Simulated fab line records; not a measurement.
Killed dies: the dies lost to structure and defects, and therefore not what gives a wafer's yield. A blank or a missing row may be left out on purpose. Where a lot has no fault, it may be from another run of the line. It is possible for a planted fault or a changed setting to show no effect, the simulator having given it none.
8D (eight disciplines) problem report, filled in by code / flow n5 finfet / the parts of the form that need people (team, actions taken, sign-off) are left out

== 1. PROBLEM STATEMENT ==
Wafers without a fault read 363.5 W, standard deviation 2.2; rf fwd power W at N5_MOL_CONTACT_COAG_CONTACT_ETCH_14 reads a mean of 449.0 W on 2 wafers belonging to 2 lots. That puts it +39 standard deviations away from the usual mean.
The step: etches SiO2 in C4F6/O2, target depth 27.5 nm, overetch 8.5 nm, time 20 s.
Seen first at day 9 04:36 on rie diel-02, wafer L767.3. The record has a number at this step for 27 wafers belonging to 11 lots. By rule, "out" or "out of limits" means more than 4 standard deviations away from the usual mean. The other wafers with a number count as sound.

== 2. WHAT IT IS, AND WHAT IT ISN'T ==
question=which readings at this step | is=rf fwd power W, rf vpp V | is not=drypump motor current A, oes product au, showerhead plenum p Torr, throttle valve pct
question=which lots | is=L767, L768 | is not=L749, L750, L753, L758, L759, L761, L766, L770, L772
question=which wafers of those lots | is=L767.3, L768.2 | is not=L767.4, L768.6
question=read on which tools | is=rie diel-02 | is not=rie diel-01, rie diel-03
question=when | is=from day 9 04:36 | is not=up to then (18 sound wafers); but 7 sound wafers of L768, L770, L772 came after

== 3. SUSPECTS, AND WHAT RULES EACH OUT ==
Counting: a tool at a process step up to the reading stays a suspect if it ran every lot that is out. Sound lots after the first of them don't rule it out here, since some wafers of a struck lot are sound.
- cmp-03 at N5_GATE_CUT_CMP_43 (polishes SiO2): kept. Every lot that is out went through it, the first being L767 (day 9 03:14); the last sound lot it ran before that was L766 (day 9 00:15).
- rie diel-02 at N5_MOL_CONTACT_COAG_DESCUM_13 (chemistry O2, time 7 s): kept. Every lot that is out went through it, the first being L767 (day 9 04:25); the last sound lot it ran before that was L758 (day 6 22:29).
- rie diel-02 at N5_MOL_CONTACT_COAG_CONTACT_ETCH_14 (etches SiO2 in C4F6/O2, target depth 27.5 nm, overetch 8.5 nm, time 20 s): kept. Every lot that is out went through it, the first being L767 (day 9 04:36); the last sound lot it ran before that was L758 (day 6 22:40). Its own readings are out on those wafers: rf fwd power W, rf vpp V.
- Within cmp-03 at N5_GATE_CUT_CMP_43: the wafers that are out ran in chamber 2; their sound lot-mates ran in chamber 3.
- At N5_MOL_CONTACT_COAG_DESCUM_13, inside rie diel-02: chamber 0 took the wafers that are out, while their sound lot-mates went through chambers 1, 3.
- At N5_MOL_CONTACT_COAG_CONTACT_ETCH_14, inside rie diel-02: chamber 0 took the wafers that are out, while their sound lot-mates went through chambers 1, 3.
Left after counting: cmp-03 at N5_GATE_CUT_CMP_43, rie diel-02 at N5_MOL_CONTACT_COAG_DESCUM_13, rie diel-02 at N5_MOL_CONTACT_COAG_CONTACT_ETCH_14.

== 4. THE CAUSE (what the simulator had put in) ==
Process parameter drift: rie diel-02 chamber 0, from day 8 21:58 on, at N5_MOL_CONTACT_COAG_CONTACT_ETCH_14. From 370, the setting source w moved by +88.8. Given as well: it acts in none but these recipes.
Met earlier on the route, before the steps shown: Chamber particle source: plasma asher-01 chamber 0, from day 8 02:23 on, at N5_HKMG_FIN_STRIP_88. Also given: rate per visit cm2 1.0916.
Counting leaves 3 suspects; this tool is one of them.

== 5. THE CHAIN OF EFFECTS, in route order ==
One row per reading whose mean, taken over the struck wafers that have a number, lies over 3 standard deviations from the usual. Only readings for which the record gives a usual standard deviation are gone through. hours: the time from each lot's start at the first step in this table that gives one to its start at this step, as a median over the lots. sigmas: the change in usual standard deviations.
hours=0; step=N5_MOL_CONTACT_COAG_CONTACT_ETCH_14; reading=rf fwd power W; usual=363.5 W; on struck wafers=449.0; change=+85.5; sigmas=+39
hours=0; step=N5_MOL_CONTACT_COAG_CONTACT_ETCH_14; reading=rf vpp V; usual=693 V; on struck wafers=644; change=-50; sigmas=-13
hours=187; step=N5_PASSIVATION_PROBE_49; reading=defect limited yield; usual=91.5 %; on struck wafers=81.7; change=-9.8; sigmas=-6.5
hours=187; step=N5_PASSIVATION_PROBE_49; reading=killed at front end; usual=38; on struck wafers=172; change=+134; sigmas=+13
hours=187; step=N5_PASSIVATION_PROBE_49; reading=killed dies; usual=100; on struck wafers=216; change=+116; sigmas=+6.4
hours=187; step=N5_PASSIVATION_PROBE_49; reading=sort_bin_5_function; usual=5.0 %; on struck wafers=12.1; change=+7.1; sigmas=+7.0
hours=187; step=N5_PASSIVATION_PROBE_49; reading=sort n pass; usual=1080; on struck wafers=964; change=-116; sigmas=-6.4
hours=187; step=N5_PASSIVATION_PROBE_49; reading=sort yield pct; usual=91.5 %; on struck wafers=81.7; change=-9.8; sigmas=-6.5
Here are the process steps it includes:
- N5_MOL_CONTACT_COAG_CONTACT_ETCH_14: etches SiO2 in C4F6/O2, target depth 27.5 nm, overetch 8.5 nm, time 20 s.
- N5_PASSIVATION_PROBE_49
At these later measuring or inspecting steps, every struck wafer for which the step has a row has a number for every such reading, and none has moved that far: N5_BEOL_M4_RC_MEAS_101.

== 6. WHAT WOULD HAVE CAUGHT IT SOONER ==
First out-of-limits reading in this record: day 9 04:36, which is 7 hours after fault onset at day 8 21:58.
